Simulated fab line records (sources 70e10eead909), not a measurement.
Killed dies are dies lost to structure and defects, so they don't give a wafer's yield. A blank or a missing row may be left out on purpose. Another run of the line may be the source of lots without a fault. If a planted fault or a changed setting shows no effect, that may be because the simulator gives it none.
The tool behind it: which one? -- flow nandHarc -- 6 lots, 18 wafers sampled, at 1 step of a route of 1302

== WHAT THE GAUGES SHOWED, per wafer ==
NHARC_A_CHANNEL_HOLE_D2_INSPECT_40.
lot,measured,on,rawDefectCount
L104,day 13 18:18,defectInspect-01,137 223 304
L107,day 14 12:35,defectInspect-02,167 308 184
L109,day 15 10:31,defectInspect-02,326 313 205
L113,day 17 15:42,defectInspect-02,210 324 387
L124,day 21 19:47,defectInspect-02,182 214 145
L127,day 23 00:52,defectInspect-02,170 255 293

== EACH LOT AND THE TOOL THAT RAN IT (in order: tool; ch and the chambers of the sampled wafers; start) ==
The record holds no process step before these readings.

== THE ANSWER, worked out from the rows above alone ==
Rule: the usual values come from the lots themselves. The widest of any qualifying gaps counts: lots, ordered by their means at a reading, are off when they make up no more than a third of the lots, leave a main group of 4 or more, and stand apart from it by 3 or more times the standard deviation of that group's means. A main group is skipped when, at the precision printed for the reading in the tables above, its means are all equal. Also off: a lot with no number at a reading for which 4 or more lots have one. All remaining lots with rows at the step are treated as sound.
Across all readings shown, no lot is off: no conclusion can be drawn from this.

== WHAT THE SIMULATOR HAD PUT IN ==
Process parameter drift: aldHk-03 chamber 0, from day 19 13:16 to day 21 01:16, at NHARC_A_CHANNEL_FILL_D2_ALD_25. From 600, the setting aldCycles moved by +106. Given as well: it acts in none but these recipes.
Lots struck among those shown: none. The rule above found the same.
